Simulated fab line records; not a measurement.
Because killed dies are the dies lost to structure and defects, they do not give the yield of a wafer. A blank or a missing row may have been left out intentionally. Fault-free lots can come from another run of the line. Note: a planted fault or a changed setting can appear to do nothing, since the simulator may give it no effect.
One fault through the eyes of 2 desks :: flow n5-finfet :: numbers are kept per desk, each desk with only its own; the story behind them comes last

THE TOOL OWNER'S DESK: rie-metal-01
The tool's own readings at N5_PASSIVATION_ETCH_59 (etches TaN in Cl2/BCl3, target depth 65 nm, time 34.9 s): means of the sampled wafers that have a number, for each lot that ran on this tool. The brackets show how far a lot's mean lies from the usual mean; more than 4 standard deviations puts the lot out of limits, marked OUT.
Columns: A = drypump-motor-current-A at N5_PASSIVATION_ETCH_59, usual 5.6 A; B = oes-product-au at N5_PASSIVATION_ETCH_59, usual 0.81 a.u.; C = throttle-valve-pct at N5_PASSIVATION_ETCH_59, usual 21.20 %
lot: L972
first seen here: day 12 17:54
A: 5.8
B: 0.86
C: 21.28

lot: L977
first seen here: day 13 12:13
A: 5.8
B: 0.85
C: 21.29

lot: L978
first seen here: day 13 21:58
A: 6.1
B: 0.64
C: 21.58

lot: L984
first seen here: day 15 07:22
A: 5.8
B: 0.82
C: 21.28

lot: L988
first seen here: day 16 12:11
A: 5.6
B: 1.10
C: 20.70

lot: L989
first seen here: day 16 18:14
A: 5.9
B: 1.18
C: 20.81
This desk's verdict: no lot among the 6 shows anything out of limits.

AT THE METROLOGY DESK
What the gauges read, lot by lot, whatever tool the lot ran on: means of the sampled wafers that have a number. The brackets show how far a lot's mean lies from the usual mean; more than 4 standard deviations puts the lot out of limits, marked OUT.
Columns: A = cd-nm at N5_PASSIVATION_CD_MEAS_10, usual 2999.2 nm
lot: L971
first seen here: day 11 21:20
A: 2998.1

lot: L975
first seen here: day 12 14:55
A: 3000.5

lot: L972
first seen here: day 12 15:05
A: 2999.7

lot: L977
first seen here: day 13 09:36
A: 2995.8

lot: L978
first seen here: day 13 19:47
A: 2998.4

lot: L980
first seen here: day 14 15:35
A: 2997.3

lot: L983
first seen here: day 14 19:11
A: 3001.2

lot: L984
first seen here: day 15 05:06
A: 2999.0

lot: L988
first seen here: day 16 08:52
A: 2999.4

lot: L989
first seen here: day 16 15:39
A: 3002.5
This desk's verdict: no lot among the 10 shows anything out of limits.

BROUGHT TOGETHER
Nothing out of limits was seen by the tool owner's desk.
The metrology desk saw nothing out of limits.

WHAT THE SIMULATOR PUT IN
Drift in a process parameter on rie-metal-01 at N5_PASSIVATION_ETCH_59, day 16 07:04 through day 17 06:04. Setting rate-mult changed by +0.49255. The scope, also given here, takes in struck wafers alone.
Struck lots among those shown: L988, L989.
